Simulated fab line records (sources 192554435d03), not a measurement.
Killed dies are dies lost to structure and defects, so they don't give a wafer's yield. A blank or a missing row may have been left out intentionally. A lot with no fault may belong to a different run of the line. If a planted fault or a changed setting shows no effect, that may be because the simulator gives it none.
Chamber matching ; flow n5 finfet ; N5_PASSIVATION_PECVD_35 on pecvd-04: 3 sister chambers
The step deposits SiNx from SiH4/NH3/N2, target thk 700 nm, time 151.3 s. 3 wafers are shown with their chamber, then 6 later ones without.

## WAFERS, EACH WITH ITS CHAMBER
wafer;chamber;throttle valve pct (%)
L628.5;0;32.5
L635.1;2;28.4
L635.2;1;30.6

## WAFERS WHOSE CHAMBER IS MISSING
wafer;throttle valve pct (%)
L635.3;32.6
L636.1;32.5
L636.4;30.6
L636.6;32.4
L645.2;28.7
L645.3;27.3

## THE CHAMBER EACH PASSED THROUGH
wafer;from the rows above;in truth
L635.3;0;0
L636.1;0;0
L636.4;1;1
L636.6;0;0
L645.2;2;2
L645.3;2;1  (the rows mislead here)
Correctly placed: 5 of 6. Number that these rows cannot place: 0. Placed wrongly: 1.
How it was worked out, from the rows above alone: a wafer's distance from a chamber is the root of the sum, over the readings, of the square of ((its reading less the chamber's mean) divided by the reading's scatter). The wafer belongs to the nearest chamber; if the next one is less than 2 further off, it can't be placed. The mean given for a chamber averages the wafers shown for that chamber. The scatter (one wafer shown for each chamber): square how far every hidden wafer sits from the nearest shown wafer, average those squares and take the square root.
